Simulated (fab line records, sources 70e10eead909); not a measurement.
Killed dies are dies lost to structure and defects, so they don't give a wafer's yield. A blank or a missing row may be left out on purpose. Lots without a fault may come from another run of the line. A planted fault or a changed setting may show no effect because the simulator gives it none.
Chamber matching | flow nand_harc | NHARC_A_STAIRCASE_ETCH_444 on rie_diel-09: 4 sister chambers
The step etches the open film in C4F8/O2, target depth 10200 nm, time 3400 s. 8 wafers are shown with their chamber, then 7 later ones without.

WAFERS WITH THEIR CHAMBER
wafer  | chamber | rf_vpp_V (V) | oes_product_au (a.u.)
L074.2 | 1       | 803          | 0.963
L077.5 | 2       | 800          | 0.922
L080.2 | 1       | 801          | 0.931
L084.2 | 0       | 807          | 0.924
L084.3 | 2       | 801          | 0.913
L084.5 | 3       | 800          | 0.931
L086.1 | 0       | 807          | 0.913
L086.3 | 3       | 800          | 0.939

WAFERS WITHOUT THEIR CHAMBER
wafer  | rf_vpp_V (V) | oes_product_au (a.u.)
L086.6 | 800          | 0.916
L089.1 | 800          | 0.913
L089.2 | 800          | 0.924
L089.5 | 800          | 0.929
L092.1 | 802          | 0.924
L092.2 | 800          | 0.926
L092.4 | 800          | 0.917

WHICH CHAMBER EACH WENT THROUGH
wafer  | from the rows above          | in truth
L086.6 | can't be placed: 2 or 3      | 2
L089.1 | can't be placed: 2 or 3      | 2
L089.2 | can't be placed: 2 or 3      | 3
L089.5 | can't be placed: 3 or 2      | 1
L092.1 | can't be placed: 1 or 2 or 3 | 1
L092.2 | can't be placed: 3 or 2      | 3
L092.4 | can't be placed: 2 or 3      | 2
Placed correctly: 0 of 7. Can't be placed from these rows: 7 (the true chamber is among the candidates in 6). Placed wrongly: 0.
How it was worked out, from the rows above alone: a wafer's distance from a chamber is the root of the sum, over the readings, of the square of ((its reading less the chamber's mean) divided by the reading's scatter). The wafer belongs to the nearest chamber; if the next one is less than 2 further off, it can't be placed. A chamber's mean is the mean of its shown wafers. The scatter: the root of (the sum of the squares of (reading less its chamber's mean) over the shown wafers, divided by (wafers less chambers)).
